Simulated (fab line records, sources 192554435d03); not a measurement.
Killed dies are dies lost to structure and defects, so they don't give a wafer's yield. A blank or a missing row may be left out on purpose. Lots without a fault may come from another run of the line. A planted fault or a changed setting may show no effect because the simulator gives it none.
Chamber matching | flow n5_finfet | N5_MOL_CONTACT_COAG_ETCHBACK_135 on rie_diel-02: 4 sister chambers
The step etches SiO2 in CHF3, target depth 25 nm, time 16.7 s. 14 wafers are shown with their chamber, then 7 later ones without.

WAFERS WITH THEIR CHAMBER
wafer  | chamber | drypump_motor_current_A (A) | rf_vpp_V (V) | showerhead_plenum_p_Torr (Torr)
L074.1 | 1       | 5.9                         | 538          | 2.25
L074.2 | 3       | 6.4                         | 537          | 2.46
L074.3 | 0       | 5.1                         | 524          | 2.27
L075.1 | 0       | 5.0                         | 524          | 2.27
L075.3 | 3       | 6.4                         | 537          | 2.46
L075.4 | 3       | 6.4                         | 537          | 2.46
L090.1 | 0       | 5.1                         | 523          | 2.26
L090.5 | 3       | 6.4                         | 536          | 2.45
L090.6 | 2       | 5.3                         | 513          | 2.54
L092.1 | 3       | 6.4                         | 536          | 2.44
L092.3 | 1       | 5.9                         | 547          | 2.52
L092.4 | 2       | 5.3                         | 513          | 2.54
L094.2 | 3       | 6.4                         | 537          | 2.44
L094.4 | 1       | 5.9                         | 547          | 2.52

SIGNATURES (means of the wafers above)
reading                  | chamber 0 | chamber 1 | chamber 2 | chamber 3 | scatter within a chamber
drypump_motor_current_A  | 5.067     | 5.900     | 5.300     | 6.400     | 0.0258
rf_vpp_V                 | 523.67    | 544.00    | 513.00    | 536.67    | 2.37
showerhead_plenum_p_Torr | 2.2667    | 2.4300    | 2.5400    | 2.4517    | 0.0701
Rule: a wafer's distance from a chamber is the root of the sum, over the readings, of the square of ((its reading less the chamber's mean) divided by the reading's scatter). The wafer belongs to the nearest chamber; if the next one is less than 2 further off, it can't be placed. The scatter: the root of (the sum of the squares of (reading less its chamber's mean) over the shown wafers, divided by (wafers less chambers)).

WAFERS WITHOUT THEIR CHAMBER
wafer  | drypump_motor_current_A (A) | rf_vpp_V (V) | showerhead_plenum_p_Torr (Torr)
L094.6 | 6.4                         | 536          | 2.44
L095.3 | 6.4                         | 537          | 2.44
L095.4 | 5.3                         | 513          | 2.54
L095.6 | 5.3                         | 512          | 2.54
L097.4 | 5.1                         | 523          | 2.25
L097.5 | 5.3                         | 513          | 2.54
L097.6 | 6.4                         | 536          | 2.44

WHICH CHAMBER EACH WENT THROUGH
wafer  | from the rows above | in truth
L094.6 | 3                   | 3
L095.3 | 3                   | 3
L095.4 | 2                   | 2
L095.6 | 2                   | 2
L097.4 | 0                   | 0
L097.5 | 2                   | 2
L097.6 | 3                   | 3
Placed correctly: 7 of 7. Can't be placed from these rows: 0. Placed wrongly: 0.
